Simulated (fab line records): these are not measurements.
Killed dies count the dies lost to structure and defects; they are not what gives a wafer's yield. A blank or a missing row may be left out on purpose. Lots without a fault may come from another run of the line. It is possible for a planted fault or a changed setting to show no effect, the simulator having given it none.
A struck lot beside a sound one / flow nand harc / 42 out of 1159 route steps
Sound: the wafers L294.3, L294.4, L294.5. Wafers L302.2, L302.4, L302.5 were the ones struck. Last of all comes the cause.
At each step with rows: each side's tool, then ch and its chambers, then its first start. Under that, the readings that differ: sound wafers / struck wafers / difference of the means / sigmas: that difference in standard deviations of wafers without a fault.
alike: a reading whose means differ by less than 2 such deviations, as well as words and numbers matching on both sides. not compared: withheld readings; readings where some wafer has no value; bounds like >300 that might hide an equal value; numbers whose values overlap and for which the record gives no deviation.
Wherever a step has rows on one side only, a row that says differs or no value, or a row with sigmas, the two part there. When numbers do not overlap yet have no deviation, they are printed without sigmas and do not part them. Lack of a reading on every wafer of one side parts them only where that side has two or more wafers.

NHARC_A_CONTACT_INSPECT_71:
  struck on defect inspect-01, day 19 06:28; sound on defect inspect-02, day 16 22:10
  alike: raw defect count
then, 1 step without rows for these wafers: NHARC_A_CONTACT_DESCUM_74 (chemistry O2, time 3 s).
NHARC_A_CONTACT_ETCH_75: etches the open film in CF4, target depth 39 nm, time 65 s.
  sound on rie diel-03 ch 0,1, day 16 22:19; struck on rie diel-01 ch 1,2, day 19 06:49
reading=throttle valve pct (%); sound=13.275 13.282 13.261; struck=13.298 13.287 13.288; difference=+0.018; sigmas=+2
  alike: drypump motor current A, oes product au, rf vpp V, showerhead plenum p Torr
  not compared: rf hours counter h
then, 7 steps without rows for these wafers: NHARC_A_CONTACT_ETCH_76 (etches the open film in N2/H2, target depth 260 nm, time 475.3 s); NHARC_A_CONTACT_ETCH_77 (etches the open film in CF4/CHF3, target depth 72.6 nm, time 36.3 s); NHARC_A_CONTACT_ETCH_78 (etches the open film in O2/COS, target depth 2800 nm, time 728 s); NHARC_A_CONTACT_ETCH_124 (etches the open film in C4F8/O2/Ar, time 140 s, target depth 700 nm); NHARC_A_CONTACT_ETCH_125 (etches the open film in C4F8/O2/Ar, time 155 s, target depth 956 nm); NHARC_A_CONTACT_ETCH_126 (etches the open film in C4F8/O2/Ar, time 155 s, target depth 956 nm); NHARC_A_CONTACT_ETCH_127 (etches the open film in C4F8/O2/Ar, time 155 s, target depth 956 nm).
NHARC_A_CONTACT_ETCH_128: etches the open film in C4F8/O2/Ar, time 155 s, target depth 956 nm.
  sound on har cap etch-03 ch 0,1, day 17 00:02; struck on har cap etch-03 ch 0, day 19 08:43
  not compared: rf hours counter h
then, 1 step without rows for these wafers: NHARC_A_CONTACT_ETCH_129 (etches the open film in C4F8/O2/Ar, time 155 s, target depth 956 nm).
NHARC_A_CONTACT_ETCH_130: etches the open film in C4F8/O2/Ar, time 155 s, target depth 956 nm.
  sound on har cap etch-03 ch 0,1, day 17 00:19; struck on har cap etch-03 ch 0, day 19 09:06
  not compared: rf hours counter h
then, 3 steps without rows for these wafers: NHARC_A_CONTACT_ETCH_131 (etches the open film in C4F8/O2/Ar, time 155 s, target depth 956 nm); NHARC_A_CONTACT_ETCH_132 (etches the open film in C4F8/O2/Ar, time 156 s, target depth 958 nm); NHARC_A_CONTACT_ETCH_133 (etches the open film in C4F8/O2/Ar, time 195 s, target depth 840 nm).
NHARC_A_CONTACT_ETCH_91: etches the open film in CH3F/O2, target depth 40 nm, time 85.7 s.
  sound on rie diel-04 ch 1,2, day 17 01:16; struck on rie diel-01 ch 0,1,2, day 19 10:19
  alike: drypump motor current A, oes product au, rf vpp V, showerhead plenum p Torr, throttle valve pct
  not compared: rf hours counter h
NHARC_A_CONTACT_ETCH_97: etches the open film in C4F6/O2, target depth 20 nm, time 10 s.
  sound on rie diel-04 ch 0,1,2; struck on rie diel-01 ch 0,1,2, day 19 10:28
  alike: c4f6 flow sccm, drypump motor current A, oes product au, rf vpp V, showerhead plenum p Torr, throttle valve pct
  not compared: rf hours counter h
NHARC_A_CONTACT_CD_MEAS_80:
  struck on cd sem-02, day 19 10:33; sound on cd sem-01, day 17 01:30
  alike: cd nm
then, 18 steps without rows for these wafers: NHARC_A_CONTACT_STRIP_103 (strips in N2/H2); NHARC_A_CONTACT_STRIP_104 (strips in CF4/CHF3); NHARC_A_CONTACT_STRIP_105 (strips in O2/COS); NHARC_A_CONTACT_ETCH_106 (etches the open film in CF4/O2, target depth 60 nm, overetch 6 nm, time 33 s); NHARC_A_CONTACT_STRIP_82 (strips in O2); NHARC_A_CONTACT_STRIP_83 (strips in post etch residue remover, time 600 s); NHARC_A_CONTACT_DEP_84 (deposits aC, target thk 2000 nm); NHARC_A_CONTACT_DEP_85 (deposits SiON, target thk 50 nm); NHARC_A_CONTACT_DEHYDRATE_00 (time 120 s); NHARC_A_CONTACT_HMDS_01 (time 30 s); NHARC_A_CONTACT_COAT_86 (time 75 s); NHARC_A_CONTACT_COAT_87 (time 65 s); NHARC_A_CONTACT_COAT_02 (resist thk 90 nm); NHARC_A_CONTACT_SOFTBAKE_03 (time 55 s); NHARC_A_CONTACT_EBR_04; NHARC_A_CONTACT_EXPOSE_05 (exposes mask A CC); NHARC_A_CONTACT_PEB_06 (peb time 65 s); NHARC_A_CONTACT_DEVELOP_07 (develop time 35 s).
NHARC_A_CONTACT_CD_MEAS_08: the cd target is 100 nm.
  sound on cd sem-02 ch 0, day 17 05:23; struck on cd sem-01 ch 0, day 19 13:33
  alike: cd nm
NHARC_A_CONTACT_OVL_MEAS_09:
  struck on overlay-02, day 19 13:39; sound on overlay-01, day 17 05:28
  alike: overlay x nm, overlay y nm
NHARC_A_CONTACT_DESCUM_13: chemistry O2, time 3 s.
  sound on rie diel-04 ch 0,1,3, day 17 05:35; struck on rie diel-04 ch 0,2,3, day 19 13:44
  alike: drypump motor current A, oes product au, rf vpp V, showerhead plenum p Torr, throttle valve pct
  not compared: rf hours counter h
then, 1 step without rows for these wafers: NHARC_A_CONTACT_ETCH_88 (etches the open film in CF4, target depth 39 nm, time 65 s).
-- the record jumps here: 2 days lie between the struck wafers' starts before and after (it left off in module A_CONTACT and takes up again in module END, whose first step shown is number 1159 of the route) --
NHARC_END_SORT_01:
  sound on prober-02 ch 0, day 19 14:59; struck on prober-01 ch 0, day 22 00:15
reading=killed at array; sound=25 32 28; struck=100 100 99; difference=+71; sigmas=+6
reading=killed dies; sound=27 33 32; struck=107 101 101; difference=+72; sigmas=+7
  alike: killed at other, killed at periphery, killed open, killed short

## WHERE THEY PART
Last at NHARC_END_SORT_01 as far as this record goes, first at NHARC_A_CONTACT_ETCH_75.

WHY: what the simulator had put in
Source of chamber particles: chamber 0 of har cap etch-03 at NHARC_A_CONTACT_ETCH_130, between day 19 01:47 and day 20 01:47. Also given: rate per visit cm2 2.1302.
